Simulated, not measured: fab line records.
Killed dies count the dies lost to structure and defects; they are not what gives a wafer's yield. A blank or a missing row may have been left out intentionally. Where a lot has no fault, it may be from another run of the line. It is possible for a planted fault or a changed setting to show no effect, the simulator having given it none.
Chamber matching + flow nandHarc + NHARC_A_BONDPAD_CMP_29 on cmp-02 has 4 sister chambers
The step polishes SiCN, target thk 200 nm. 7 wafers are shown with their chamber, then 7 later ones without.

== WAFERS WITH THEIR CHAMBER ==
| wafer  | chamber | motorCurrentA (A) |
|--------|---------|-------------------|
| L944.1 | 3       | 11.4              |
| L944.6 | 3       | 12.7              |
| L945.1 | 1       | 15.2              |
| L949.4 | 0       | 13.5              |
| L949.5 | 2       | 13.3              |
| L955.2 | 0       | 13.1              |
| L955.4 | 2       | 12.4              |

== WAFERS MISSING THEIR CHAMBER ==
| wafer  | motorCurrentA (A) |
|--------|-------------------|
| L955.5 | 14.6              |
| L958.1 | 11.3              |
| L958.2 | 13.7              |
| L958.3 | 15.4              |
| L957.2 | 14.9              |
| L957.3 | 12.5              |
| L957.6 | 14.7              |

== EACH ONE'S CHAMBER ==
| wafer  | from the rows above               | in truth |
|--------|-----------------------------------|----------|
| L955.5 | can't be placed: 1 or 0 or 2      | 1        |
| L958.1 | can't be placed: 3 or 2 or 0      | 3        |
| L958.2 | can't be placed: 0 or 2 or 1 or 3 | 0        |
| L958.3 | 1                                 | 1        |
| L957.2 | can't be placed: 1 or 0           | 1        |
| L957.3 | can't be placed: 2 or 3 or 0      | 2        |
| L957.6 | can't be placed: 1 or 0           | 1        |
Placed correctly: 1 of 7. Can't be placed from these rows: 6 (the true chamber is among the candidates in 6). Placed wrongly: 0.
How it was worked out, from the rows above alone: a wafer's distance from a chamber is the root of the sum, over the readings, of the square of ((its reading less the chamber's mean) divided by the reading's scatter). The wafer belongs to the nearest chamber; if the next one is less than 2 further off, it can't be placed. A chamber's mean is the mean of its shown wafers. The scatter: take each reading less its chamber's mean, square it, sum over the shown wafers, divide by the number of wafers less the number of chambers, and take the root.
